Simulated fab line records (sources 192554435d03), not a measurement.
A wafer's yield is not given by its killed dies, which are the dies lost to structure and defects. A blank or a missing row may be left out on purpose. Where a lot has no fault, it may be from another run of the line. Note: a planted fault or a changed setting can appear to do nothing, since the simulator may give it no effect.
fab line records || flow n5-finfet
[record] {"lots": 6, "wafers": 18, "last-day": 17}
route steps=1938 shown WELL_APT@21 PASSIVATION@1936
lots untouched by any fault: they come from a run of this same line in which no faults occurred
start-h: hours from the record's opening day to when the first of the lot's shown wafers began || wait-h: time in hours since the lot's previous step || " identical to the entry in the row above || L1.1+2: a row that stands for several wafers || - value missing, or start not given || * or withheld: withheld || < > ~ a bound
route shown NAME@n: a module of which the file shows steps, and the number in the route of the first || usual: mean and standard deviation over wafers with no fault || same: alike in all rows || chamber/n: place in a boat || sites: the reading at each site || _std_site: the standard deviation of these || _edge_site: inner sites' mean taken away from outer sites' mean || radius-mm: for every site, how far away it sits from the centre of the wafer || mask NAME#n: copy n || behind: the tool/chamber that last shaped the wafer || hold: the reason the lot was held/the length of the hold in hours/how it ended || device: transistor that didn't switch, given as n, p or np || end of line: at the end of the route, the tests of the same wafers || for a step that has no rows: nothing shown but its recipe || killed: not the wafer's yield, but the dies lost to structure and defects at the first sort || map: a wafer's dies, marking killed ones x, the rest . and places with no die _
set.NAME: setting as actually run; set.NAME@STEP: the setting as run at that earlier step || model.NAME: the simulator's own value behind a step, which no gauge read
certain route steps with their lots: each step a table, each wafer a row
services: the hour from which a tool's chamber was out of use, counted from the record's first day as start-h (under 0 if before that day), plus the number of hours and why
[[steps]]
[step N5_WELL_APT_COAT_02]
[recipe] {"spin-rpm": 1357, "resist-thk-nm": 950}
[step N5_WELL_APT_EBR_04]
[recipe] {"solvent": "PGMEA", "ebr-width-mm": 1.5}
[step N5_WELL_APT_SOFTBAKE_03]
[recipe] {"temp-c": 130, "time-s": 60}
[step N5_WELL_APT_EXPOSE_05]
[recipe] {"mask-id": "NWELL", "na": 0.8, "source-shape": "conventional", "sigma-outer": 0.8, "polarization": "unpolarized", "defocus-nm": 0, "target-cd-nm": 200, "dose-mj": 20.3}
[step N5_WELL_APT_PEB_06]
[recipe] {"peb-temp-c": 130, "peb-time-s": 90}
[step N5_WELL_APT_DEVELOP_07]
[recipe] {"develop-time-s": 45, "rinse-liquid": "surfactant-rinse", "dry": "air-spin", "dev-temp-c": 21}
[step N5_WELL_APT_HARDBAKE_12]
[recipe] {"temp-c": 130, "time-s": 120}
[step N5_WELL_APT_CD_MEAS_08]
[recipe] {"target-cd-nm": 200, "landing-energy-ev": 500, "detector": "se-inlens"}
[usual] {"cd-nm": "199.7/1.8"}
{"lot.wafer": "L571.1", "tool": "cd-sem-03", "chamber": 0, "start-h": 19.71, "wait-h": "-", "cd-nm": 203.0}
{"lot.wafer": "L571.4", "tool": "cd-sem-03", "chamber": 0, "start-h": 19.71, "wait-h": "-", "cd-nm": 202.7}
{"lot.wafer": "L571.6", "tool": "cd-sem-03", "chamber": 0, "start-h": 19.71, "wait-h": "-", "cd-nm": 200.8}
{"lot.wafer": "L582.2", "tool": "cd-sem-01", "chamber": 0, "start-h": 86.99, "wait-h": "-", "cd-nm": 195.1}
{"lot.wafer": "L582.3", "tool": "cd-sem-01", "chamber": 0, "start-h": 86.99, "wait-h": "-", "cd-nm": 198.9}
{"lot.wafer": "L582.5", "tool": "cd-sem-01", "chamber": 0, "start-h": 86.99, "wait-h": "-", "cd-nm": 198.4}
{"lot.wafer": "L584.2", "tool": "cd-sem-01", "chamber": 0, "start-h": 97.71, "wait-h": "-", "cd-nm": 200.6}
{"lot.wafer": "L584.5", "tool": "cd-sem-01", "chamber": 0, "start-h": 97.71, "wait-h": "-", "cd-nm": 199.7}
{"lot.wafer": "L584.6", "tool": "cd-sem-01", "chamber": 0, "start-h": 97.71, "wait-h": "-", "cd-nm": 202.1}
{"lot.wafer": "L585.1", "tool": "cd-sem-03", "chamber": 0, "start-h": 103.80, "wait-h": "-", "cd-nm": 200.2}
{"lot.wafer": "L585.2", "tool": "cd-sem-03", "chamber": 0, "start-h": 103.80, "wait-h": "-", "cd-nm": 197.8}
{"lot.wafer": "L585.3", "tool": "cd-sem-03", "chamber": 0, "start-h": 103.80, "wait-h": "-", "cd-nm": 198.3}
{"lot.wafer": "L591.1", "tool": "cd-sem-03", "chamber": 0, "start-h": 139.81, "wait-h": "-", "cd-nm": 200.6}
{"lot.wafer": "L591.3", "tool": "cd-sem-03", "chamber": 0, "start-h": 139.81, "wait-h": "-", "cd-nm": 201.7}
{"lot.wafer": "L591.6", "tool": "cd-sem-03", "chamber": 0, "start-h": 139.81, "wait-h": "-", "cd-nm": 201.6}
{"lot.wafer": "L593.1", "tool": "cd-sem-03", "chamber": 0, "start-h": 151.70, "wait-h": "-", "cd-nm": 199.8}
{"lot.wafer": "L593.4", "tool": "cd-sem-03", "chamber": 0, "start-h": 151.70, "wait-h": "-", "cd-nm": 200.4}
{"lot.wafer": "L593.6", "tool": "cd-sem-03", "chamber": 0, "start-h": 151.70, "wait-h": "-", "cd-nm": 199.9}
[step N5_WELL_APT_OVL_MEAS_09]
[recipe] {"points-per-wafer": 44}
[usual] {"NWELL_OVL": "1/5"}
{"lot.wafer": "L571.1", "tool": "overlay-02", "chamber": 0, "start-h": 19.74, "wait-h": 0.0, "NWELL_OVL[nm]": 11}
{"lot.wafer": "L571.4", "tool": "overlay-02", "chamber": 0, "start-h": 19.74, "wait-h": 0.0, "NWELL_OVL[nm]": 9}
{"lot.wafer": "L571.6", "tool": "overlay-02", "chamber": 0, "start-h": 19.74, "wait-h": 0.0, "NWELL_OVL[nm]": 11}
{"lot.wafer": "L582.2", "tool": "overlay-02", "chamber": 0, "start-h": 87.03, "wait-h": 0.0, "NWELL_OVL[nm]": 4}
{"lot.wafer": "L582.3", "tool": "overlay-02", "chamber": 0, "start-h": 87.03, "wait-h": 0.0, "NWELL_OVL[nm]": 1}
{"lot.wafer": "L582.5", "tool": "overlay-02", "chamber": 0, "start-h": 87.03, "wait-h": 0.0, "NWELL_OVL[nm]": 1}
{"lot.wafer": "L584.2", "tool": "overlay-02", "chamber": 0, "start-h": 97.74, "wait-h": 0.0, "NWELL_OVL[nm]": -1}
{"lot.wafer": "L584.5", "tool": "overlay-02", "chamber": 0, "start-h": 97.74, "wait-h": 0.0, "NWELL_OVL[nm]": -4}
{"lot.wafer": "L584.6", "tool": "overlay-02", "chamber": 0, "start-h": 97.74, "wait-h": 0.0, "NWELL_OVL[nm]": -2}
{"lot.wafer": "L585.1", "tool": "overlay-01", "chamber": 0, "start-h": 103.83, "wait-h": 0.0, "NWELL_OVL[nm]": 1}
{"lot.wafer": "L585.2", "tool": "overlay-01", "chamber": 0, "start-h": 103.83, "wait-h": 0.0, "NWELL_OVL[nm]": 1}
{"lot.wafer": "L585.3", "tool": "overlay-01", "chamber": 0, "start-h": 103.83, "wait-h": 0.0, "NWELL_OVL[nm]": -4}
{"lot.wafer": "L591.1", "tool": "overlay-02", "chamber": 0, "start-h": 139.84, "wait-h": 0.0, "NWELL_OVL[nm]": 4}
{"lot.wafer": "L591.3", "tool": "overlay-02", "chamber": 0, "start-h": 139.84, "wait-h": 0.0, "NWELL_OVL[nm]": 4}
{"lot.wafer": "L591.6", "tool": "overlay-02", "chamber": 0, "start-h": 139.84, "wait-h": 0.0, "NWELL_OVL[nm]": 5}
{"lot.wafer": "L593.1", "tool": "overlay-02", "chamber": 0, "start-h": 151.73, "wait-h": 0.0, "NWELL_OVL[nm]": 9}
{"lot.wafer": "L593.4", "tool": "overlay-02", "chamber": 0, "start-h": 151.73, "wait-h": 0.0, "NWELL_OVL[nm]": 6}
{"lot.wafer": "L593.6", "tool": "overlay-02", "chamber": 0, "start-h": 151.73, "wait-h": 0.0, "NWELL_OVL[nm]": 3}
[step N5_WELL_APT_INSPECT_10]
[recipe] {"mode": "adi", "inspect-instrument": "macro"}
[usual] {"raw-defect-count": "1.9/1.3"}
{"lot.wafer": "L571.1", "tool": "defect-inspect-02", "chamber": "-", "start-h": 19.76, "wait-h": 0.0, "raw-defect-count": 2}
{"lot.wafer": "L571.4", "tool": "defect-inspect-02", "chamber": "-", "start-h": 19.76, "wait-h": 0.0, "raw-defect-count": 0}
{"lot.wafer": "L571.6", "tool": "defect-inspect-02", "chamber": "-", "start-h": 19.76, "wait-h": 0.0, "raw-defect-count": 0}
{"lot.wafer": "L582.2", "tool": "defect-inspect-02", "chamber": "-", "start-h": 87.05, "wait-h": 0.0, "raw-defect-count": 0}
{"lot.wafer": "L582.3", "tool": "defect-inspect-02", "chamber": "-", "start-h": 87.05, "wait-h": 0.0, "raw-defect-count": 1}
{"lot.wafer": "L582.5", "tool": "defect-inspect-02", "chamber": "-", "start-h": 87.05, "wait-h": 0.0, "raw-defect-count": 0}
{"lot.wafer": "L584.2", "tool": "defect-inspect-02", "chamber": "-", "start-h": 97.76, "wait-h": 0.0, "raw-defect-count": 0}
{"lot.wafer": "L584.5", "tool": "defect-inspect-02", "chamber": "-", "start-h": 97.76, "wait-h": 0.0, "raw-defect-count": 2}
{"lot.wafer": "L584.6", "tool": "defect-inspect-02", "chamber": "-", "start-h": 97.76, "wait-h": 0.0, "raw-defect-count": 1}
{"lot.wafer": "L585.1", "tool": "defect-inspect-02", "chamber": "-", "start-h": 103.86, "wait-h": 0.0, "raw-defect-count": 4}
{"lot.wafer": "L585.2", "tool": "defect-inspect-02", "chamber": "-", "start-h": 103.86, "wait-h": 0.0, "raw-defect-count": 2}
{"lot.wafer": "L585.3", "tool": "defect-inspect-02", "chamber": "-", "start-h": 103.86, "wait-h": 0.0, "raw-defect-count": 1}
{"lot.wafer": "L591.1", "tool": "defect-inspect-01", "chamber": "-", "start-h": 139.86, "wait-h": 0.0, "raw-defect-count": 2}
{"lot.wafer": "L591.3", "tool": "defect-inspect-01", "chamber": "-", "start-h": 139.86, "wait-h": 0.0, "raw-defect-count": 3}
{"lot.wafer": "L591.6", "tool": "defect-inspect-01", "chamber": "-", "start-h": 139.86, "wait-h": 0.0, "raw-defect-count": 1}
{"lot.wafer": "L593.1", "tool": "defect-inspect-01", "chamber": "-", "start-h": 151.75, "wait-h": 0.0, "raw-defect-count": 1}
{"lot.wafer": "L593.4", "tool": "defect-inspect-01", "chamber": "-", "start-h": 151.75, "wait-h": 0.0, "raw-defect-count": 2}
{"lot.wafer": "L593.6", "tool": "defect-inspect-01", "chamber": "-", "start-h": 151.75, "wait-h": 0.0, "raw-defect-count": 1}
[step N5_WELL_APT_DESCUM_13]
[recipe] {"chemistry": "O2", "time-s": 7.9, "source-power-w": 50, "bias-power-w": 20, "pressure-mtorr": 20, "rf-frequency-hz": 2.712e+07, "temp-c": 40, "o2-flow-sccm": 225}
[usual] {"drypump-motor-current-A": "5.8/0.37", "oes-product-au": "0.81/0.1", "rf-vpp-V": "243.5/1.2", "showerhead-plenum-p-Torr": "2.12/0.063", "throttle-valve-pct": "20.43/0.22"}
{"lot.wafer": "L571.1", "tool": "rie-diel-05", "chamber": 2, "start-h": 19.92, "wait-h": 0.2, "drypump-motor-current-A": 5.8, "oes-product-au": 0.68, "rf-hours-counter-h": 245, "rf-vpp-V": 241.8, "showerhead-plenum-p-Torr": 2.07, "throttle-valve-pct": 20.81}
{"lot.wafer": "L571.4", "tool": "rie-diel-05", "chamber": 3, "start-h": 19.92, "wait-h": 0.2, "drypump-motor-current-A": 6.3, "oes-product-au": 0.72, "rf-hours-counter-h": 179, "rf-vpp-V": 244.1, "showerhead-plenum-p-Torr": 2.16, "throttle-valve-pct": 20.40}
{"lot.wafer": "L571.6", "tool": "rie-diel-05", "chamber": 3, "start-h": 19.92, "wait-h": 0.2, "drypump-motor-current-A": 6.3, "oes-product-au": 0.72, "rf-hours-counter-h": "-", "rf-vpp-V": 243.7, "showerhead-plenum-p-Torr": 2.15, "throttle-valve-pct": 20.41}
{"lot.wafer": "L582.2", "tool": "rie-diel-05", "chamber": 1, "start-h": 87.15, "wait-h": 0.1, "drypump-motor-current-A": 5.9, "oes-product-au": 1.00, "rf-hours-counter-h": 3, "rf-vpp-V": 243.7, "showerhead-plenum-p-Torr": 2.04, "throttle-valve-pct": 20.38}
{"lot.wafer": "L582.3", "tool": "rie-diel-05", "chamber": 0, "start-h": 87.15, "wait-h": 0.1, "drypump-motor-current-A": 5.7, "oes-product-au": 0.85, "rf-hours-counter-h": 62, "rf-vpp-V": 243.6, "showerhead-plenum-p-Torr": 2.13, "throttle-valve-pct": 20.07}
{"lot.wafer": "L582.5", "tool": "rie-diel-05", "chamber": 1, "start-h": 87.15, "wait-h": 0.1, "drypump-motor-current-A": 5.9, "oes-product-au": 1.00, "rf-hours-counter-h": "-", "rf-vpp-V": 242.3, "showerhead-plenum-p-Torr": 2.04, "throttle-valve-pct": 20.40}
{"lot.wafer": "L584.2", "tool": "rie-diel-05", "chamber": 3, "start-h": 97.79, "wait-h": 0.0, "drypump-motor-current-A": 6.3, "oes-product-au": 0.70, "rf-hours-counter-h": 213, "rf-vpp-V": 242.4, "showerhead-plenum-p-Torr": 2.14, "throttle-valve-pct": 20.46}
{"lot.wafer": "L584.5", "tool": "rie-diel-05", "chamber": 3, "start-h": 97.79, "wait-h": 0.0, "drypump-motor-current-A": 6.3, "oes-product-au": 0.70, "rf-hours-counter-h": "-", "rf-vpp-V": 244.3, "showerhead-plenum-p-Torr": 2.14, "throttle-valve-pct": 20.45}
{"lot.wafer": "L584.6", "tool": "rie-diel-05", "chamber": 0, "start-h": 97.79, "wait-h": 0.0, "drypump-motor-current-A": 5.8, "oes-product-au": 0.84, "rf-hours-counter-h": "-", "rf-vpp-V": 242.9, "showerhead-plenum-p-Torr": 2.13, "throttle-valve-pct": 20.07}
{"lot.wafer": "L585.1", "tool": "rie-diel-01", "chamber": 1, "start-h": 103.93, "wait-h": 0.1, "drypump-motor-current-A": 6.1, "oes-product-au": 0.88, "rf-hours-counter-h": 50, "rf-vpp-V": 242.1, "showerhead-plenum-p-Torr": 2.13, "throttle-valve-pct": 20.44}
{"lot.wafer": "L585.2", "tool": "rie-diel-01", "chamber": 3, "start-h": 103.93, "wait-h": 0.1, "drypump-motor-current-A": 5.6, "oes-product-au": 0.72, "rf-hours-counter-h": 192, "rf-vpp-V": 244.0, "showerhead-plenum-p-Torr": 2.17, "throttle-valve-pct": 20.65}
{"lot.wafer": "L585.3", "tool": "rie-diel-01", "chamber": 1, "start-h": 103.93, "wait-h": 0.1, "drypump-motor-current-A": 6.1, "oes-product-au": 0.90, "rf-hours-counter-h": "-", "rf-vpp-V": 243.3, "showerhead-plenum-p-Torr": 2.13, "throttle-valve-pct": 20.43}
{"lot.wafer": "L591.1", "tool": "rie-diel-05", "chamber": 1, "start-h": 141.09, "wait-h": 1.2, "drypump-motor-current-A": 5.9, "oes-product-au": 0.93, "rf-hours-counter-h": 21, "rf-vpp-V": 242.0, "showerhead-plenum-p-Torr": 2.04, "throttle-valve-pct": 20.43}
{"lot.wafer": "L591.3", "tool": "rie-diel-05", "chamber": 0, "start-h": 141.09, "wait-h": 1.2, "drypump-motor-current-A": 5.7, "oes-product-au": 0.82, "rf-hours-counter-h": 82, "rf-vpp-V": 241.7, "showerhead-plenum-p-Torr": 2.12, "throttle-valve-pct": 20.10}
{"lot.wafer": "L591.6", "tool": "rie-diel-05", "chamber": 2, "start-h": 141.09, "wait-h": 1.2, "drypump-motor-current-A": 5.7, "oes-product-au": 0.90, "rf-hours-counter-h": "-", "rf-vpp-V": 243.2, "showerhead-plenum-p-Torr": 2.05, "throttle-valve-pct": 20.59}
{"lot.wafer": "L593.1", "tool": "rie-diel-01", "chamber": 0, "start-h": 151.93, "wait-h": 0.2, "drypump-motor-current-A": 5.4, "oes-product-au": 0.87, "rf-hours-counter-h": 55, "rf-vpp-V": 243.5, "showerhead-plenum-p-Torr": 2.15, "throttle-valve-pct": 20.40}
{"lot.wafer": "L593.4", "tool": "rie-diel-01", "chamber": 2, "start-h": 151.93, "wait-h": 0.2, "drypump-motor-current-A": 4.9, "oes-product-au": 0.95, "rf-hours-counter-h": 17, "rf-vpp-V": 243.1, "showerhead-plenum-p-Torr": 2.16, "throttle-valve-pct": 20.33}
{"lot.wafer": "L593.6", "tool": "rie-diel-01", "chamber": 2, "start-h": 151.93, "wait-h": 0.2, "drypump-motor-current-A": 4.9, "oes-product-au": 0.94, "rf-hours-counter-h": "-", "rf-vpp-V": 243.1, "showerhead-plenum-p-Torr": 2.16, "throttle-valve-pct": 20.33}
[step N5_WELL_APT_IMPLANT_14]
[recipe] {"species": "P", "energy-kev": 160, "dose-cm2": 1.5e+13, "tilt-deg": 0, "rotation-deg": 0}
[step N5_WELL_APT_IMPLANT_15]
[recipe] {"species": "As", "energy-kev": 25, "dose-cm2": 1.5e+13, "tilt-deg": 0, "rotation-deg": 0}
[usual] {"dose-ions-cm2": "1.4997e+13/1.5e+10", "faraday-current-uA": "190/3.8"}
{"lot.wafer": "L571.1", "tool": "implanter-02", "chamber": 0, "start-h": 20.20, "wait-h": 0.1, "dose-ions-cm2": 1.5008e+13, "faraday-current-uA": 197}
{"lot.wafer": "L571.4", "tool": "implanter-02", "chamber": 0, "start-h": 20.20, "wait-h": 0.1, "dose-ions-cm2": 1.5019e+13, "faraday-current-uA": 192}
{"lot.wafer": "L571.6", "tool": "implanter-02", "chamber": 0, "start-h": 20.20, "wait-h": 0.1, "dose-ions-cm2": 1.5012e+13, "faraday-current-uA": 185}
{"lot.wafer": "L582.2", "tool": "implanter-01", "chamber": 0, "start-h": 87.46, "wait-h": 0.1, "dose-ions-cm2": 1.551e+12, "faraday-current-uA": 20}
{"lot.wafer": "L582.3", "tool": "implanter-01", "chamber": 0, "start-h": 87.46, "wait-h": 0.1, "dose-ions-cm2": 1.516e+12, "faraday-current-uA": 19}
{"lot.wafer": "L582.5", "tool": "implanter-01", "chamber": 0, "start-h": 87.46, "wait-h": 0.1, "dose-ions-cm2": 1.517e+12, "faraday-current-uA": 20}
{"lot.wafer": "L584.2", "tool": "implanter-01", "chamber": 0, "start-h": 98.10, "wait-h": 0.1, "dose-ions-cm2": 1.526e+12, "faraday-current-uA": 19}
{"lot.wafer": "L584.5", "tool": "implanter-01", "chamber": 0, "start-h": 98.10, "wait-h": 0.1, "dose-ions-cm2": 1.535e+12, "faraday-current-uA": 20}
{"lot.wafer": "L584.6", "tool": "implanter-01", "chamber": 0, "start-h": 98.10, "wait-h": 0.1, "dose-ions-cm2": 1.531e+12, "faraday-current-uA": 19}
{"lot.wafer": "L585.1", "tool": "implanter-02", "chamber": 0, "start-h": 104.24, "wait-h": 0.1, "dose-ions-cm2": 1.4999e+13, "faraday-current-uA": 189}
{"lot.wafer": "L585.2", "tool": "implanter-02", "chamber": 0, "start-h": 104.24, "wait-h": 0.1, "dose-ions-cm2": 1.5011e+13, "faraday-current-uA": 189}
{"lot.wafer": "L585.3", "tool": "implanter-02", "chamber": 0, "start-h": 104.24, "wait-h": 0.1, "dose-ions-cm2": 1.5002e+13, "faraday-current-uA": 199}
{"lot.wafer": "L591.1", "tool": "implanter-02", "chamber": 0, "start-h": 141.37, "wait-h": 0.1, "dose-ions-cm2": 1.5008e+13, "faraday-current-uA": 191}
{"lot.wafer": "L591.3", "tool": "implanter-02", "chamber": 0, "start-h": 141.37, "wait-h": 0.1, "dose-ions-cm2": 1.4983e+13, "faraday-current-uA": 188}
{"lot.wafer": "L591.6", "tool": "implanter-02", "chamber": 0, "start-h": 141.37, "wait-h": 0.1, "dose-ions-cm2": 1.4993e+13, "faraday-current-uA": 187}
{"lot.wafer": "L593.1", "tool": "implanter-01", "chamber": 0, "start-h": 152.20, "wait-h": 0.1, "dose-ions-cm2": 1.4972e+13, "faraday-current-uA": 186}
{"lot.wafer": "L593.4", "tool": "implanter-01", "chamber": 0, "start-h": 152.20, "wait-h": 0.1, "dose-ions-cm2": 1.4981e+13, "faraday-current-uA": 185}
{"lot.wafer": "L593.6", "tool": "implanter-01", "chamber": 0, "start-h": 152.20, "wait-h": 0.1, "dose-ions-cm2": 1.4986e+13, "faraday-current-uA": 190}
[step N5_WELL_APT_STRIP_16]
[recipe] {"chemistry": "SPM", "time-s": 900, "temp-c": 130, "h2so4-h2o2-vol-ratio": 4, "dry": "ipa-marangoni"}
[step N5_PASSIVATION_PROBE_49]
[usual] {"killed_at_M0_to_M3": "31/11", "killed_at_M4_up": "14/5.1", "killed-at-contacts": "12/5.6", "killed-at-front-end": "42/12", "killed-at-other": "3.8/2.9", "killed-dies": "103/18", "killed-open": "67/14", "killed-short": "33/8"}
[same] {"gross-dies": 1180, "killed-at-back-side": 0}
{"lot.wafer": "L571.1", "tool": "prober-02", "chamber": "-", "start-h": 291.86, "wait-h": 0.8, "killed_at_M0_to_M3": 20, "killed_at_M4_up": 8, "killed-at-contacts": 10, "killed-at-front-end": 34, "killed-at-other": 0, "killed-dies": 72, "killed-open": 46, "killed-short": 24}
{"lot.wafer": "L571.4", "tool": "prober-02", "chamber": "-", "start-h": 292.01, "wait-h": 1.0, "killed_at_M0_to_M3": 29, "killed_at_M4_up": 6, "killed-at-contacts": 12, "killed-at-front-end": 43, "killed-at-other": 4, "killed-dies": 94, "killed-open": 64, "killed-short": 30}
{"lot.wafer": "L571.6", "tool": "prober-02", "chamber": "-", "start-h": 292.11, "wait-h": 1.1, "killed_at_M0_to_M3": 37, "killed_at_M4_up": 11, "killed-at-contacts": 19, "killed-at-front-end": 28, "killed-at-other": 4, "killed-dies": 99, "killed-open": 63, "killed-short": 35}
{"lot.wafer": "L582.2", "tool": "prober-01", "chamber": "-", "start-h": 364.30, "wait-h": 0.1, "killed_at_M0_to_M3": 15, "killed_at_M4_up": 17, "killed-at-contacts": 14, "killed-at-front-end": 39, "killed-at-other": 1, "killed-dies": 86, "killed-open": 49, "killed-short": 33}
{"lot.wafer": "L582.3", "tool": "prober-01", "chamber": "-", "start-h": 364.35, "wait-h": 0.1, "killed_at_M0_to_M3": 21, "killed_at_M4_up": 14, "killed-at-contacts": 18, "killed-at-front-end": 58, "killed-at-other": 0, "killed-dies": 111, "killed-open": 81, "killed-short": 26}
{"lot.wafer": "L582.5", "tool": "prober-01", "chamber": "-", "start-h": 364.45, "wait-h": 0.2, "killed_at_M0_to_M3": 32, "killed_at_M4_up": 21, "killed-at-contacts": 15, "killed-at-front-end": 58, "killed-at-other": 2, "killed-dies": 128, "killed-open": 82, "killed-short": 44}
{"lot.wafer": "L584.2", "tool": "prober-01", "chamber": "-", "start-h": 379.47, "wait-h": 0.1, "killed_at_M0_to_M3": 42, "killed_at_M4_up": 13, "killed-at-contacts": 8, "killed-at-front-end": 49, "killed-at-other": 3, "killed-dies": 115, "killed-open": 82, "killed-short": 33}
{"lot.wafer": "L584.5", "tool": "prober-01", "chamber": "-", "start-h": 379.62, "wait-h": 0.2, "killed_at_M0_to_M3": 56, "killed_at_M4_up": 11, "killed-at-contacts": 8, "killed-at-front-end": 42, "killed-at-other": 0, "killed-dies": 117, "killed-open": 88, "killed-short": 29}
{"lot.wafer": "L584.6", "tool": "prober-01", "chamber": "-", "start-h": 379.67, "wait-h": 0.3, "killed_at_M0_to_M3": 40, "killed_at_M4_up": 7, "killed-at-contacts": 13, "killed-at-front-end": 38, "killed-at-other": 0, "killed-dies": 98, "killed-open": 67, "killed-short": 29}
// killed by level:class
L571.1 BEOL_M0_SAQP:geometric-particle:short=9 MOL_CONTACT_COAG:geometric-particle:open=7 BEOL_M0_SAQP:geometric-particle:open=7 STARTING-WAFER:geometric-particle:open=6 DUMMY_GATE:geometric-particle:open=4 ILD0:geometric-particle:short=4 ILD0:geometric-particle:open=4 BEOL_M8:geometric-particle:open=4
L571.4 BEOL_M0_SAQP:geometric-particle:open=13 FIN_SAQP:geometric-particle:open=11 MOL_CONTACT_COAG:geometric-particle:open=10 STI_FIN_REVEAL:geometric-particle:open=9 BEOL_M0_SAQP:geometric-particle:short=7 ILD0:geometric-particle:open=4 STARTING-WAFER:geometric-particle:short=4 FIN_SAQP:geometric-particle:short=3
L571.6 MOL_CONTACT_COAG:geometric-particle:open=15 BEOL_M2:geometric-particle:open=9 BEOL_M0_SAQP:geometric-particle:short=9 BEOL_M0_SAQP:geometric-particle:open=6 BEOL_M4:geometric-particle:open=5 FIN_SAQP:geometric-particle:open=4 STI_FIN_REVEAL:geometric-particle:open=4 GATE_CUT:geometric-particle:short=4
L582.2 MOL_CONTACT_COAG:geometric-particle:open=11 FIN_SAQP:geometric-particle:short=7 FIN_SAQP:geometric-particle:open=6 GATE_CUT:geometric-particle:open=5 GATE_CUT:geometric-particle:short=5 BEOL_M4:geometric-particle:short=5 STI_FIN_REVEAL:geometric-particle:open=4 BEOL_M1:geometric-particle:open=4
L582.3 MOL_CONTACT_COAG:geometric-particle:open=17 STI_FIN_REVEAL:geometric-particle:open=16 FIN_SAQP:geometric-particle:open=11 FIN_SAQP:geometric-particle:short=6 BEOL_M0_SAQP:geometric-particle:open=6 GATE_CUT:geometric-particle:short=5 STARTING-WAFER:geometric-particle:open=5 BEOL_M1:geometric-particle:open=4
L582.5 STI_FIN_REVEAL:geometric-particle:open=27 MOL_CONTACT_COAG:geometric-particle:open=12 BEOL_M4:geometric-particle:open=9 BEOL_M0_SAQP:geometric-particle:short=8 FIN_SAQP:geometric-particle:short=7 STI_FIN_REVEAL:geometric-particle:short=6 BEOL_M1:geometric-particle:open=6 BEOL_M0_SAQP:geometric-particle:open=5
L584.2 BEOL_M1:geometric-particle:open=15 STI_FIN_REVEAL:geometric-particle:open=14 BEOL_M5:geometric-particle:open=7 STI_FIN_REVEAL:geometric-particle:short=6 MOL_CONTACT_COAG:geometric-particle:open=6 BEOL_M3:geometric-particle:open=6 FIN_SAQP:geometric-particle:open=5 DUMMY_GATE:geometric-particle:open=5
L584.5 BEOL_M1:geometric-particle:open=21 FIN_SAQP:geometric-particle:open=13 BEOL_M0_SAQP:geometric-particle:open=12 BEOL_M0_SAQP:geometric-particle:short=9 MOL_CONTACT_COAG:geometric-particle:open=8 STI_FIN_REVEAL:geometric-particle:open=7 BEOL_M1:geometric-particle:short=7 BEOL_M2:geometric-particle:open=5
L584.6 MOL_CONTACT_COAG:geometric-particle:open=12 BEOL_M1:geometric-particle:open=8 FIN_SAQP:geometric-particle:short=7 DUMMY_GATE:geometric-particle:open=7 BEOL_M0_SAQP:geometric-particle:short=7 BEOL_M3:geometric-particle:open=7 FIN_SAQP:geometric-particle:open=6 BEOL_M0_SAQP:geometric-particle:open=6
[[services]]
{"tool": "rie-diel-05", "chamber": "-", "start-h": -0.70, "hours": 0.2, "kind": "repair"}
{"tool": "rie-diel-01", "chamber": "-", "start-h": 11.46, "hours": 14.6, "kind": "pm"}
{"tool": "rie-diel-05", "chamber": 2, "start-h": 31.24, "hours": "-", "kind": "clean"}
{"tool": "rie-diel-05", "chamber": 2, "start-h": 31.24, "hours": "-", "kind": "consumable-replace:focus-ring"}
{"tool": "rie-diel-05", "chamber": 2, "start-h": 31.24, "hours": 27.0, "kind": "scheduled-down"}
{"tool": "rie-diel-05", "chamber": 2, "start-h": 31.24, "hours": 27.0, "kind": "vent-cycle"}
{"tool": "rie-diel-05", "chamber": 1, "start-h": 58.41, "hours": "-", "kind": "clean"}
{"tool": "rie-diel-05", "chamber": 1, "start-h": 58.41, "hours": "-", "kind": "consumable-replace:focus-ring"}
{"tool": "rie-diel-05", "chamber": 1, "start-h": 58.41, "hours": 20.7, "kind": "scheduled-down"}
{"tool": "rie-diel-05", "chamber": 1, "start-h": 58.41, "hours": 20.7, "kind": "vent-cycle"}
{"tool": "rie-diel-01", "chamber": 2, "start-h": 79.53, "hours": "-", "kind": "clean"}
{"tool": "rie-diel-01", "chamber": 2, "start-h": 79.53, "hours": "-", "kind": "consumable-replace:focus-ring"}
{"tool": "rie-diel-01", "chamber": 2, "start-h": 79.53, "hours": 25.2, "kind": "scheduled-down"}
{"tool": "rie-diel-01", "chamber": 2, "start-h": 79.53, "hours": 25.2, "kind": "vent-cycle"}
{"tool": "rie-diel-05", "chamber": 1, "start-h": 89.71, "hours": 3.3, "kind": "repair"}
{"tool": "implanter-01", "chamber": "-", "start-h": 112.64, "hours": 1.9, "kind": "repair"}
{"tool": "rie-diel-01", "chamber": 2, "start-h": 128.72, "hours": 2.3, "kind": "repair"}
{"tool": "implanter-01", "chamber": "-", "start-h": 130.56, "hours": 5.5, "kind": "pm"}
[[key]]
[first-sign] {"step": "N5_WELL_APT_IMPLANT_15", "reading": "dose-ions-cm2", "direction": "down", "sigmas": "99+", "usual": 1.4997e+13, "struck": 1.529e+12}
[effect] {"step": "N5_WELL_APT_IMPLANT_15", "reading": "faraday-current-uA", "direction": "down", "sigmas": 45, "usual": 190, "struck": 19}
met-at N5_WELL_APT_IMPLANT_15
struck-wafers L582.2,L582.3,L582.5,L584.2,L584.5,L584.6
tester-left-out L582,L584
[fault] {"kind": "process-parameter-drift", "tool": "implanter-01", "chamber": "-", "onset-h": 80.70, "steps": "N5_WELL_APT_IMPLANT_15", "channel": "dose-cm2", "offset": -1.3469e+13, "shape": "step", "end-h": 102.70, "acts-in": "these-recipes-only", "stated": 1.5e+13}
// tester-left-out: of these lots the tester's yield and bins aren't shown, on N5 and GAA mostly nor the transistor test; their killed dies are dies lost to structure and defects alone, not to doping, threshold or leakage, so they don't give the yield
